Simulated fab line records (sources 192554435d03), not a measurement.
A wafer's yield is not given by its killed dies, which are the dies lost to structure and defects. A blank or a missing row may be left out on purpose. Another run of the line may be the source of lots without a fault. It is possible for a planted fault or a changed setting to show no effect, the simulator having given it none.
Matching of chambers / flow n5-finfet / N5_MOL_CONTACT_COAG_ETCH_124 on rie-diel-05: 4 sister chambers
The step etches SiNx in CH3F/O2, stops on SiOC, target depth 6.5 nm. 16 wafers are shown with their chamber, then 8 later ones without.

== EACH WAFER AND ITS CHAMBER ==
wafer=L074.2; chamber=0; throttle-valve-pct (%)=16.41; showerhead-plenum-p-Torr (Torr)=2.02; rf-vpp-V (V)=303
wafer=L074.3; chamber=1; throttle-valve-pct (%)=16.46; showerhead-plenum-p-Torr (Torr)=2.02; rf-vpp-V (V)=302
wafer=L074.6; chamber=0; throttle-valve-pct (%)=16.40; showerhead-plenum-p-Torr (Torr)=2.02; rf-vpp-V (V)=303
wafer=L075.3; chamber=0; throttle-valve-pct (%)=16.40; showerhead-plenum-p-Torr (Torr)=2.02; rf-vpp-V (V)=304
wafer=L075.4; chamber=1; throttle-valve-pct (%)=16.47; showerhead-plenum-p-Torr (Torr)=2.01; rf-vpp-V (V)=302
wafer=L075.5; chamber=2; throttle-valve-pct (%)=16.23; showerhead-plenum-p-Torr (Torr)=2.04; rf-vpp-V (V)=302
wafer=L081.2; chamber=2; throttle-valve-pct (%)=16.25; showerhead-plenum-p-Torr (Torr)=2.04; rf-vpp-V (V)=301
wafer=L081.3; chamber=0; throttle-valve-pct (%)=16.40; showerhead-plenum-p-Torr (Torr)=2.02; rf-vpp-V (V)=304
wafer=L081.4; chamber=1; throttle-valve-pct (%)=16.50; showerhead-plenum-p-Torr (Torr)=2.01; rf-vpp-V (V)=303
wafer=L082.1; chamber=0; throttle-valve-pct (%)=16.42; showerhead-plenum-p-Torr (Torr)=2.01; rf-vpp-V (V)=304
wafer=L082.2; chamber=2; throttle-valve-pct (%)=16.25; showerhead-plenum-p-Torr (Torr)=2.04; rf-vpp-V (V)=301
wafer=L082.4; chamber=1; throttle-valve-pct (%)=16.50; showerhead-plenum-p-Torr (Torr)=2.01; rf-vpp-V (V)=303
wafer=L090.1; chamber=2; throttle-valve-pct (%)=16.28; showerhead-plenum-p-Torr (Torr)=2.03; rf-vpp-V (V)=299
wafer=L090.4; chamber=3; throttle-valve-pct (%)=16.33; showerhead-plenum-p-Torr (Torr)=2.00; rf-vpp-V (V)=297
wafer=L090.6; chamber=3; throttle-valve-pct (%)=16.33; showerhead-plenum-p-Torr (Torr)=2.00; rf-vpp-V (V)=295
wafer=L092.3; chamber=0; throttle-valve-pct (%)=16.47; showerhead-plenum-p-Torr (Torr)=2.01; rf-vpp-V (V)=303

SIGNATURES, as means of the wafers listed above
reading=throttle-valve-pct; chamber 0=16.4167; chamber 1=16.4825; chamber 2=16.2525; chamber 3=16.3300; scatter within a chamber=0.0229
reading=showerhead-plenum-p-Torr; chamber 0=2.0167; chamber 1=2.0125; chamber 2=2.0375; chamber 3=2.0000; scatter within a chamber=0.00486
reading=rf-vpp-V; chamber 0=303.50; chamber 1=302.50; chamber 2=300.75; chamber 3=296.00; scatter within a chamber=0.878
Rule: for each reading, subtract the chamber's mean from the wafer's reading, divide by that reading's scatter and square the result; add these up over the readings and take the root, which gives the wafer's distance from the chamber. If the next closest chamber is less than 2 further off than the closest, the wafer can't be placed; otherwise it belongs to the closest. How the scatter is found: for the shown wafers, subtract from each reading the mean of its chamber, square and add these, divide the total by (wafers less chambers), then take the root.

== WAFERS WITH NO CHAMBER GIVEN ==
wafer=L092.5; throttle-valve-pct (%)=16.29; showerhead-plenum-p-Torr (Torr)=2.03; rf-vpp-V (V)=300
wafer=L092.6; throttle-valve-pct (%)=16.36; showerhead-plenum-p-Torr (Torr)=2.00; rf-vpp-V (V)=296
wafer=L093.4; throttle-valve-pct (%)=16.46; showerhead-plenum-p-Torr (Torr)=2.01; rf-vpp-V (V)=303
wafer=L093.5; throttle-valve-pct (%)=16.53; showerhead-plenum-p-Torr (Torr)=2.00; rf-vpp-V (V)=304
wafer=L093.6; throttle-valve-pct (%)=16.29; showerhead-plenum-p-Torr (Torr)=2.03; rf-vpp-V (V)=300
wafer=L095.1; throttle-valve-pct (%)=16.53; showerhead-plenum-p-Torr (Torr)=2.00; rf-vpp-V (V)=304
wafer=L095.3; throttle-valve-pct (%)=16.48; showerhead-plenum-p-Torr (Torr)=2.00; rf-vpp-V (V)=303
wafer=L095.6; throttle-valve-pct (%)=16.48; showerhead-plenum-p-Torr (Torr)=2.00; rf-vpp-V (V)=302

== WHICH CHAMBER EACH WENT THROUGH ==
wafer=L092.5; from the rows above=2; in truth=2
wafer=L092.6; from the rows above=3; in truth=3
wafer=L093.4; from the rows above=can't be placed: 1 or 0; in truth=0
wafer=L093.5; from the rows above=1; in truth=1
wafer=L093.6; from the rows above=2; in truth=2
wafer=L095.1; from the rows above=1; in truth=1
wafer=L095.3; from the rows above=can't be placed: 1 or 0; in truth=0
wafer=L095.6; from the rows above=1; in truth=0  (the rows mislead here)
Correct placement for 5 of the 8. Unplaceable from these rows: 2, with the true chamber sitting among the candidates in 2. Number placed wrongly: 1.
